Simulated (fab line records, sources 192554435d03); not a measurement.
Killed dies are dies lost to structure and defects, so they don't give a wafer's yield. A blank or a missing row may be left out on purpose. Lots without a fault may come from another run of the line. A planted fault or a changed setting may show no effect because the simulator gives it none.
Split-lot experiment | flow n5_finfet | 7 lots, 39 wafers read, on a route of 1938 steps

THE SPLIT
At N5_BEOL_M5_ETCH_68 (etches SOC in N2/H2, target depth 80 nm, overetch 16 nm, time 120 s), the setting time_s was moved away from the recipe's 120 s on 15 of the 39 wafers read, by -55.5% to +55.9%. The other wafers ran this setting at the recipe's value.

The reading is taken at the split's own step.

THE READING
BEOL_M5.cd_nm (the simulator's own value, which no gauge read), in nm, at N5_BEOL_M5_ETCH_68 (etches SOC in N2/H2, target depth 80 nm, overetch 16 nm, time 120 s). The file gives no usual value for it. The 24 wafers here that ran the recipe average 27.8 nm, standard deviation 0.38 nm.

wafer  | tool, chamber at the split | time_s as run, s | against the recipe | BEOL_M5.cd_nm, nm | against lot-mates on the recipe
L075.1 | rie_diel-05, 0             | 183.4            | +52.8%             | 29.2              | +1.2
L075.2 | rie_diel-05, 2             | 183.4            | +52.8%             | 29.4              | +1.4
L075.3 | rie_diel-05, 1             | 120              | recipe             | 28                | -
L075.4 | rie_diel-05, 1             | 183.4            | +52.8%             | 29.6              | +1.6
L075.5 | rie_diel-05, 0             | 120              | recipe             | 28.2              | -
L075.6 | rie_diel-05, 2             | 120              | recipe             | 27.8              | -
L078.1 | rie_diel-05, 2             | 120              | recipe             | 28.2              | -
L078.3 | rie_diel-05, 1             | 120              | recipe             | 27.6              | -
L078.5 | rie_diel-05, 2             | 120              | recipe             | 28.2              | -
L081.1 | rie_diel-05, 3             | 120              | recipe             | 27.2              | -
L081.2 | rie_diel-05, 1             | 120              | recipe             | 27.8              | -
L081.3 | rie_diel-05, 2             | 120              | recipe             | 27.8              | -
L081.4 | rie_diel-05, 0             | 120              | recipe             | 27.8              | -
L081.5 | rie_diel-05, 2             | 120              | recipe             | 28                | -
L081.6 | rie_diel-05, 1             | 120              | recipe             | 28                | -
L084.1 | rie_diel-03, 1             | 62.78            | -47.7%             | 26.2              | -1.2
L084.2 | rie_diel-03, 3             | 120              | recipe             | 27.4              | -
L084.3 | rie_diel-03, 0             | 120              | recipe             | 27.2              | -
L084.4 | rie_diel-03, 2             | 120              | recipe             | 27.6              | -
L084.5 | rie_diel-03, 0             | 62.78            | -47.7%             | 26.2              | -1.2
L084.6 | rie_diel-03, 1             | 62.78            | -47.7%             | 26.2              | -1.2
L090.1 | rie_diel-06, 1             | 187.1            | +55.9%             | 29.6              | +1.5
L090.2 | rie_diel-06, 3             | 120              | recipe             | 28.2              | -
L090.3 | rie_diel-06, 2             | 120              | recipe             | 28.4              | -
L090.4 | rie_diel-06, 0             | 120              | recipe             | 27.6              | -
L090.5 | rie_diel-06, 1             | 187.1            | +55.9%             | 29.6              | +1.5
L090.6 | rie_diel-06, 0             | 187.1            | +55.9%             | 29                | +0.9
L095.1 | rie_diel-03, 0             | 152.2            | +26.8%             | 28.2              | +0.1
L095.2 | rie_diel-03, 3             | 152.2            | +26.8%             | 28.6              | +0.5
L095.3 | rie_diel-03, 1             | 120              | recipe             | 28.4              | -
L095.4 | rie_diel-03, 0             | 120              | recipe             | 28                | -
L095.5 | rie_diel-03, 3             | 120              | recipe             | 27.8              | -
L095.6 | rie_diel-03, 1             | 152.2            | +26.8%             | 29                | +0.9
L091.1 | rie_diel-03, 0             | 120              | recipe             | 27                | -
L091.2 | rie_diel-03, 2             | 120              | recipe             | 27.4              | -
L091.3 | rie_diel-03, 1             | 53.4             | -55.5%             | 26                | -1.3
L091.4 | rie_diel-03, 3             | 53.4             | -55.5%             | 26.4              | -0.9
L091.5 | rie_diel-03, 2             | 120              | recipe             | 27.4              | -
L091.6 | rie_diel-03, 1             | 53.4             | -55.5%             | 26.4              | -0.9

THE FIT
A straight line over all 39 wafers: BEOL_M5.cd_nm changes by +0.0298 nm for each +1% of time_s; r = +0.94; the points scatter about the line by 0.34 nm.
The same after taking each lot's own level away (the mean of its wafers on the recipe; 39 wafers): +0.0229 nm for each +1%; r = +0.94; scatter 0.26 nm.
On that fit, the largest move of time_s shifts the reading by 1.3 nm.
The lots' own levels span 27.27 to 28.07 nm, that is 2.1 times the standard deviation above.
So the lot-to-lot level changes the slope: the two fits differ.
Check: with one of the wafers moved furthest among these (+55.9%) left out of the fit, the line predicts +1.28 nm for it against its lot-mates. It came out at +1.53 nm against them.

OTHER SPLITS ON THESE WAFERS
These wafers also went through other splits before the reading. Each is held against what the fit with the lots' levels taken away leaves over:
other split on the same wafers          | wafers away from the commonest value | r with BEOL_M5.cd_nm (lot level and that fit taken away)
N5_ZERO_LAYER_ETCH_18 target_depth_a    | 15                                   | +0.01
N5_SD_EPI_P_ETCH_16 target_depth_a      | 15                                   | -0.08
N5_MOL_CONTACT_COAG_ALD_27 time_s       | 12                                   | -0.31
N5_BEOL_M0_SAQP_ETCH_106 target_depth_a | 18                                   | -0.22

THE WHOLE CHAIN: every reading that the file lists as answering this split, in the file's order
step               | what it does                                                        | reading                                                                          | change (the file's fit)                                                             | r (the file's)
N5_BEOL_M5_ETCH_68 | etches SOC in N2/H2, target depth 80 nm, overetch 16 nm, time 120 s | etch.depth_nm (the simulator's own value, which no gauge read)                   | not straight: 41.45 at the lowest setting, 59.91 at the recipe, 59.7 at the highest | not given
N5_BEOL_M5_ETCH_68 | etches SOC in N2/H2, target depth 80 nm, overetch 16 nm, time 120 s | SiARC_of_BEOL_M5_COAT_66.thk_nm (the simulator's own value, which no gauge read) | -0.0557 nm for each +1% of the setting                                              | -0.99
N5_BEOL_M5_ETCH_68 | etches SOC in N2/H2, target depth 80 nm, overetch 16 nm, time 120 s | BEOL_M5.cd_nm (the simulator's own value, which no gauge read)                   | +0.023 nm for each +1% of the setting                                               | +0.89

THE FILE'S OWN FIT
BEOL_M5.cd_nm changes by +0.023 nm for each +1% of time_s, r = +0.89.
